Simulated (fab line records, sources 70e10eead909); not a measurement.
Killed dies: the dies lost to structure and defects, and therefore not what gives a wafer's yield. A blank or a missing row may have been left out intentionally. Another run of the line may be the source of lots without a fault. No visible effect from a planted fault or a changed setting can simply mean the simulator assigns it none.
Which tool was responsible?    flow nand-harc    at 1 step of a route of 1159, 6 lots with 17 wafers sampled

WHAT EACH GAUGE READ, for each wafer
NHARC_P_BONDPAD_OVL_MEAS_38.
lot   measured      on          overlay-x-nm (nm)
L402  day 7 01:32   overlay-02  2 1 2
L404  day 7 04:19   overlay-02  1 1 1
L407  day 8 05:18   overlay-02  -6 -6
L414  day 9 14:38   overlay-02  3 3 3
L420  day 11 13:14  overlay-01  0 0 0
L423  day 12 06:47  overlay-01  4 5 4

WHICH TOOL RAN EACH LOT (tool, then ch and the chambers of the sampled wafers, then the start)
There is no process step in the record ahead of these readings.

THE ANSWER, worked out from the rows above alone
Rule: the lots themselves supply what counts as usual. Put in order of their means at a reading, lots are off if they are a third of the lots or fewer, leave a main group of 4 or more, and stand apart from it by a gap of 3 or more times the standard deviation of the main group's means; of several such gaps the widest counts. Not used: any main group whose means are identical at the precision the tables above print for the reading. A lot without any number at a reading at which 4 lots or more have one is off too. The other lots that the step has rows for count as sound.
Off at NHARC_P_BONDPAD_OVL_MEAS_38 (overlay-x-nm): L407. Mean 2 nm and standard deviation 1.5 in the main group.
If a tool, at a process step before that reading, ran all the lots that are off and no sound lot after the first of them, it fits. The gauges at NHARC_P_BONDPAD_OVL_MEAS_38 are tried like those tools. Not one of the candidates tried fits.

WHAT THE SIMULATOR HAD INSERTED
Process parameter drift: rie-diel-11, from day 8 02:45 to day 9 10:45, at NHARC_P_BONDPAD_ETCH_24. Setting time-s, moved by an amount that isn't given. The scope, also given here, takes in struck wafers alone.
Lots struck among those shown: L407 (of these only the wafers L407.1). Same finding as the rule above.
